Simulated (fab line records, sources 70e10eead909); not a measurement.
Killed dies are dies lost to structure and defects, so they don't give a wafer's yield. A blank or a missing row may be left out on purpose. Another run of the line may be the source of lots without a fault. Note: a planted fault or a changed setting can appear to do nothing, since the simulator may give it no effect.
Matching of chambers | flow nand harc | NHARC_A_STAIRCASE_DESCUM_291 on rie diel-01: 4 sister chambers
The step chemistry O2, time 3 s. 8 wafers are shown with their chamber, then 11 later ones without.

WAFERS PAIRED WITH THEIR CHAMBERS
wafer  | chamber | drypump motor current A (A) | oes product au (a.u.)
L082.6 | 1       | 5.7                         | 1.007
L083.1 | 1       | 5.6                         | 1.021
L084.1 | 2       | 5.5                         | 0.976
L084.5 | 0       | 6.0                         | 0.989
L085.1 | 0       | 6.0                         | 0.983
L085.3 | 3       | 5.0                         | 1.000
L085.4 | 2       | 5.5                         | 0.981
L087.1 | 3       | 5.0                         | 1.007

WAFERS MISSING THEIR CHAMBER
wafer  | drypump motor current A (A) | oes product au (a.u.)
L087.2 | 5.6                         | 1.015
L087.3 | 6.0                         | 0.986
L090.2 | 5.0                         | 1.000
L090.3 | 6.0                         | 0.996
L090.6 | 6.0                         | 0.989
L088.2 | 5.7                         | 1.026
L088.3 | 5.0                         | 0.996
L088.6 | 5.6                         | 1.021
L091.3 | 5.5                         | 0.985
L091.4 | 5.0                         | 0.994
L091.6 | 6.0                         | 0.991

CHAMBER TAKEN BY EACH
wafer  | from the rows above | in truth
L087.2 | 1                   | 1
L087.3 | 0                   | 0
L090.2 | 3                   | 3
L090.3 | 0                   | 0
L090.6 | 0                   | 0
L088.2 | 1                   | 1
L088.3 | 3                   | 3
L088.6 | 1                   | 1
L091.3 | 2                   | 2
L091.4 | 3                   | 3
L091.6 | 0                   | 0
Placed correctly: 11 of 11. Left unplaced by these rows: 0. Number placed wrongly: 0.
How it was worked out, from the rows above alone: a wafer's distance from a chamber is the root of the sum, over the readings, of the square of ((its reading less the chamber's mean) divided by the reading's scatter). The wafer belongs to the nearest chamber; if the next one is less than 2 further off, it can't be placed. A chamber's mean is the mean of its shown wafers. The scatter is the square root of a quotient: the sum, over the shown wafers, of each reading's squared deviation from its chamber's mean, divided by wafers minus chambers.
